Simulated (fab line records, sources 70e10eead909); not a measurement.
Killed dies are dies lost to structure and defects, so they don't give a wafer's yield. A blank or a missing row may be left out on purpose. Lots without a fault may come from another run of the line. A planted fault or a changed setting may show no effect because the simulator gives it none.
Which tool did it? | flow nand_harc | 12 lots, 36 wafers sampled, at 2 steps of a route of 1159

WHAT THE GAUGES READ, wafer by wafer
NHARC_P_STI_INSPECT_25.
lot  | measured    | on                | raw_defect_count
L075 | day 4 00:55 | defect_inspect-02 | 234 172 300
L077 | day 4 09:01 | defect_inspect-02 | 235 194 311
L079 | day 4 23:48 | defect_inspect-01 | 168 146 265
L081 | day 5 06:58 | defect_inspect-01 | 221 238 304
L083 | day 6 00:29 | defect_inspect-01 | 178 237 174
L085 | day 6 06:50 | defect_inspect-02 | 335 271 218
L087 | day 6 23:17 | defect_inspect-01 | 259 297 247
L089 | day 7 13:13 | defect_inspect-02 | 176 210 128
L091 | day 7 22:31 | defect_inspect-01 | 170 192 206
L093 | day 8 10:16 | defect_inspect-02 | 129 165 132
L095 | day 8 23:38 | defect_inspect-01 | 268 322 274
L097 | day 9 13:35 | defect_inspect-01 | 342 371 237

WHICH TOOL RAN EACH LOT (tool, then ch and the chambers of the sampled wafers, then the start)
lot  | NHARC_P_ZERO_WELL_ETCH_65
L075 | rie_diel-12 ch 0,2,3, day 1 19:22
L077 | rie_diel-01 ch 1,2,3, day 2 07:29
L079 | rie_diel-11 ch 0,1,2, day 2 19:30
L081 | rie_diel-11 ch 0,2,3, day 3 07:21
L083 | rie_diel-12 ch 0,1,2, day 3 19:40
L085 | rie_diel-01 ch 0,2, day 4 07:22
L087 | rie_diel-11 ch 0,2,3, day 4 19:23
L089 | rie_diel-12 ch 0,1,3, day 5 07:26
L091 | rie_diel-01 ch 0,1,2, day 5 19:39
L093 | rie_diel-12 ch 1,2,3, day 6 07:29
L095 | rie_diel-11 ch 1,2,3, day 6 19:31
L097 | rie_diel-11 ch 0,1,2, day 7 07:22
- NHARC_P_ZERO_WELL_ETCH_65: etches the open film in N2/H2, target depth 80 nm, overetch 24 nm, time 87.88 s.

THE ANSWER, worked out from the rows above alone
Rule: what is usual is taken from the lots themselves. Put in order of their means at a reading, lots are off if they are a third of the lots or fewer, leave a main group of 4 or more, and stand apart from it by a gap of 3 or more times the standard deviation of the main group's means; of several such gaps the widest counts. A main group whose means are all the same, to the digits that the tables above print for the reading, isn't used. A lot without any number at a reading at which 4 lots or more have one is off too. The other lots that the step has rows for count as sound.
No lot is off at any reading shown: from this, nothing can be told.

WHAT THE SIMULATOR HAD PUT IN
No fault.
